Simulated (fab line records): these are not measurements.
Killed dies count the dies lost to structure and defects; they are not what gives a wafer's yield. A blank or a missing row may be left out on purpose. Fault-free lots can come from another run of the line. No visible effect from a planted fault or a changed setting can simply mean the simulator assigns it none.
Which of the tools did it? / flow nand_harc / 19 wafers from 7 lots sampled at 2 of the route's 1302 steps

## WHAT EACH GAUGE READ, for each wafer
NHARC_P_M0_INSPECT_11.
lot=L813; measured=day 6 07:25; on=defect_inspect-02; raw_defect_count=3 2 2
lot=L816; measured=day 7 10:43; on=defect_inspect-02; raw_defect_count=0 6 4
lot=L819; measured=day 8 19:21; on=defect_inspect-01; raw_defect_count=9 7 9
lot=L822; measured=day 9 18:30; on=defect_inspect-01; raw_defect_count=4 9 1
lot=L826; measured=day 11 07:57; on=defect_inspect-02; raw_defect_count=2
lot=L833; measured=day 14 17:27; on=defect_inspect-01; raw_defect_count=5 2 8
lot=L836; measured=day 15 11:47; on=defect_inspect-01; raw_defect_count=2 4 3

## WHICH TOOL RAN EACH LOT (tool, then ch and the chambers of the sampled wafers, then the start)
lot=L813; NHARC_P_CONTACT_PVD_32=pvd_sputter-01, day 6 07:25 or earlier
lot=L816; NHARC_P_CONTACT_PVD_32=pvd_sputter-03, day 7 10:43 or earlier
lot=L819; NHARC_P_CONTACT_PVD_32=pvd_sputter-01, day 8 19:21 or earlier
lot=L822; NHARC_P_CONTACT_PVD_32=pvd_sputter-03, day 9 18:30 or earlier
lot=L826; NHARC_P_CONTACT_PVD_32=pvd_sputter-02, day 11 07:57 or earlier
lot=L833; NHARC_P_CONTACT_PVD_32=pvd_sputter-02, day 14 17:27 or earlier
lot=L836; NHARC_P_CONTACT_PVD_32=pvd_sputter-03, day 15 11:47 or earlier
- NHARC_P_CONTACT_PVD_32: deposits Ti, target thk 5 nm, time 17.7 s.

## THE ANSWER, worked out from the rows above alone
Rule: the usual values come from the lots themselves. Put in order of their means at a reading, lots are off if they are a third of the lots or fewer, leave a main group of 4 or more, and stand apart from it by a gap of 3 or more times the standard deviation of the main group's means; of several such gaps the widest counts. A main group is skipped when, at the precision printed for the reading in the tables above, its means are all equal. Also off: a lot with no number at a reading for which 4 or more lots have one. All remaining lots with rows at the step are treated as sound.
No lot is off at any reading shown: from this, nothing can be told.

## WHAT THE SIMULATOR HAD PUT IN
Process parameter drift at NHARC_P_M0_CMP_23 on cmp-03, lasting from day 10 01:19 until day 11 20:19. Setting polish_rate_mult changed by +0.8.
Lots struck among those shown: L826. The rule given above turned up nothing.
